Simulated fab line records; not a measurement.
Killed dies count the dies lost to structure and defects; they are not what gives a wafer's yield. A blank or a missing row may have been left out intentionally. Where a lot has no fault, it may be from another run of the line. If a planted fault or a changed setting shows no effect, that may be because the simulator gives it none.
Matching of chambers :: flow n5-finfet :: 4 sister chambers for N5_BEOL_M0_SAQP_ETCH_106 on rie-diel-02
The step etches SOC in N2/H2, stops on SiNx, target depth 150 nm. 14 wafers are shown with their chamber, then 6 later ones without.

## WAFERS PAIRED WITH THEIR CHAMBERS
wafer: L078.1
chamber: 3
showerhead-plenum-p-Torr (Torr): 2.61
drypump-motor-current-A (A): 6.6
throttle-valve-pct (%): 17.92

wafer: L078.5
chamber: 3
showerhead-plenum-p-Torr (Torr): 2.61
drypump-motor-current-A (A): 6.6
throttle-valve-pct (%): 17.91

wafer: L078.6
chamber: 2
showerhead-plenum-p-Torr (Torr): 2.54
drypump-motor-current-A (A): 6.2
throttle-valve-pct (%): 17.64

wafer: L082.2
chamber: 0
showerhead-plenum-p-Torr (Torr): 2.67
drypump-motor-current-A (A): 5.1
throttle-valve-pct (%): 17.67

wafer: L082.3
chamber: 1
showerhead-plenum-p-Torr (Torr): 2.44
drypump-motor-current-A (A): 6.1
throttle-valve-pct (%): 17.71

wafer: L082.5
chamber: 1
showerhead-plenum-p-Torr (Torr): 2.44
drypump-motor-current-A (A): 6.2
throttle-valve-pct (%): 17.74

wafer: L083.2
chamber: 2
showerhead-plenum-p-Torr (Torr): 2.54
drypump-motor-current-A (A): 6.2
throttle-valve-pct (%): 17.67

wafer: L083.3
chamber: 3
showerhead-plenum-p-Torr (Torr): 2.60
drypump-motor-current-A (A): 6.6
throttle-valve-pct (%): 17.95

wafer: L083.6
chamber: 2
showerhead-plenum-p-Torr (Torr): 2.54
drypump-motor-current-A (A): 6.1
throttle-valve-pct (%): 17.66

wafer: L084.1
chamber: 1
showerhead-plenum-p-Torr (Torr): 2.44
drypump-motor-current-A (A): 6.1
throttle-valve-pct (%): 17.74

wafer: L084.5
chamber: 1
showerhead-plenum-p-Torr (Torr): 2.44
drypump-motor-current-A (A): 6.1
throttle-valve-pct (%): 17.72

wafer: L084.6
chamber: 2
showerhead-plenum-p-Torr (Torr): 2.54
drypump-motor-current-A (A): 6.2
throttle-valve-pct (%): 17.68

wafer: L089.1
chamber: 2
showerhead-plenum-p-Torr (Torr): 2.53
drypump-motor-current-A (A): 6.1
throttle-valve-pct (%): 17.67

wafer: L089.2
chamber: 0
showerhead-plenum-p-Torr (Torr): 2.66
drypump-motor-current-A (A): 5.1
throttle-valve-pct (%): 17.69

SIGNATURES (means of the wafers above)
reading: showerhead-plenum-p-Torr
chamber 0: 2.6650
chamber 1: 2.4400
chamber 2: 2.5380
chamber 3: 2.6067
scatter within a chamber: 0.00443

reading: drypump-motor-current-A
chamber 0: 5.100
chamber 1: 6.125
chamber 2: 6.160
chamber 3: 6.600
scatter within a chamber: 0.0442

reading: throttle-valve-pct
chamber 0: 17.6800
chamber 1: 17.7275
chamber 2: 17.6640
chamber 3: 17.9267
scatter within a chamber: 0.0163
Rule: for each reading, subtract the chamber's mean from the wafer's reading, divide by that reading's scatter and square the result; add these up over the readings and take the root, which gives the wafer's distance from the chamber. If the next closest chamber is less than 2 further off than the closest, the wafer can't be placed; otherwise it belongs to the closest. How the scatter is found: for the shown wafers, subtract from each reading the mean of its chamber, square and add these, divide the total by (wafers less chambers), then take the root.

## WAFERS MISSING THEIR CHAMBER
wafer: L089.3
showerhead-plenum-p-Torr (Torr): 2.44
drypump-motor-current-A (A): 6.2
throttle-valve-pct (%): 17.75

wafer: L092.2
showerhead-plenum-p-Torr (Torr): 2.66
drypump-motor-current-A (A): 5.1
throttle-valve-pct (%): 17.69

wafer: L092.4
showerhead-plenum-p-Torr (Torr): 2.44
drypump-motor-current-A (A): 6.2
throttle-valve-pct (%): 17.75

wafer: L093.3
showerhead-plenum-p-Torr (Torr): 2.44
drypump-motor-current-A (A): 6.2
throttle-valve-pct (%): 17.75

wafer: L093.5
showerhead-plenum-p-Torr (Torr): 2.66
drypump-motor-current-A (A): 5.1
throttle-valve-pct (%): 17.70

wafer: L093.6
showerhead-plenum-p-Torr (Torr): 2.44
drypump-motor-current-A (A): 6.2
throttle-valve-pct (%): 17.77

## WHICH CHAMBER EACH WENT THROUGH
wafer: L089.3
from the rows above: 1
in truth: 1

wafer: L092.2
from the rows above: 0
in truth: 0

wafer: L092.4
from the rows above: 1
in truth: 1

wafer: L093.3
from the rows above: 1
in truth: 1

wafer: L093.5
from the rows above: 0
in truth: 0

wafer: L093.6
from the rows above: 1
in truth: 1
Correctly placed: 6 of 6. Not placeable from these rows: 0. 0 placed wrongly.
